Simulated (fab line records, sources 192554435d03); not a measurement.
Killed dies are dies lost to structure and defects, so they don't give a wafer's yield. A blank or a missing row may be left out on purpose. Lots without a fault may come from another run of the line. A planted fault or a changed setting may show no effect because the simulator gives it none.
A struck lot beside a sound one | flow n5_finfet | 14 steps out of a route of 1938
Sound: wafers L755.2, L755.3, L755.4. Struck: wafers L774.3, L774.4, L774.5. The cause comes at the end.
At each step with rows: each side's tool, then ch and its chambers, then its first start. Under that, the readings that differ: sound wafers | struck wafers | difference of the means | sigmas: that difference in standard deviations of wafers without a fault.
alike: readings whose means differ by less than 2 such deviations, and words and numbers that are the same on both sides. not compared: withheld readings, readings that some wafer has no value for, bounds like >300 that may hide the same value, and numbers for which the record gives no deviation and whose values overlap.
The two part at a step that has a row with sigmas, a row that says differs or no value, or rows on one side only. Numbers that don't overlap but have no deviation are shown without sigmas and don't part them. A reading that every wafer of one side lacks parts them only if that side has two wafers or more.

N5_BEOL_M11_THK_MEAS_53: measures by xrf.
  sound on film_metro-01, day 11 20:29; struck on film_metro-01, day 16 14:40
  alike: M11_THK
then, 1 step without rows for these wafers: N5_BEOL_M11_PRE_CLEAN_55 (time 15 s).
N5_BEOL_M11_DEP_56: deposits SiCN from 3MS/NH3, target thk 30 nm, time 10.5 s.
  sound on pecvd-01 ch 1,2, day 11 20:32; struck on pecvd-01 ch 0,1,2, day 16 14:44
  alike: showerhead_plenum_p_Torr, throttle_valve_pct
N5_BEOL_M11_RS_MEAS_57: measures by four-point-probe.
  sound on film_metro-02, day 11 20:36; struck on film_metro-01, day 16 14:47
  alike: M11_RS
N5_BEOL_M11_INSPECT_58: inspects for defects (darkfield).
  sound on defect_inspect-02, day 11 20:38; struck on defect_inspect-02, day 16 14:49
  alike: raw_defect_count
N5_BEOL_M12_ILD_DEP_00: deposits SiOC from DEMS/O2, target thk 658.92 nm, time 130.7 s.
  sound on pecvd-04 ch 1,2, day 11 20:40; struck on pecvd-04 ch 0,1,2, day 16 14:51
  alike: heater_power_w, showerhead_plenum_p_Torr, throttle_valve_pct
N5_BEOL_M12_THK_MEAS_01:
  sound on film_metro-01, day 11 20:51; struck on film_metro-01, day 16 14:59
  alike: M12_ILD_THK
then, 5 steps without rows for these wafers: N5_BEOL_M12_COAT_58 (time 60 s, resist thk 89 nm); N5_BEOL_M12_COAT_04 (resist thk 400 nm); N5_BEOL_M12_EBR_06; N5_BEOL_M12_SOFTBAKE_05 (time 60 s); N5_BEOL_M12_EXPOSE_07 (exposes mask V11).
N5_BEOL_M12_PEB_08: peb time 90 s.
  sound on litho_track-04 ch 0, day 11 21:02; struck on litho_track-04 ch 0, day 16 15:10
  reading          | sound                | struck               | difference | sigmas
  plate_temp_C (C) | 129.86 130.09 130.29 | 130.85 130.76 130.78 | +0.72      | +5
  alike: exhaust_pa
then, 1 step without rows for these wafers: N5_BEOL_M12_DEVELOP_09 (develop time 45 s).

WHERE THEY PART
Only at N5_BEOL_M12_PEB_08, within this record.

WHY: what the simulator had put in
Process parameter drift: litho_track-04, from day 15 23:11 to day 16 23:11, at N5_BEOL_M12_PEB_08. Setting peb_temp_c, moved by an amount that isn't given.
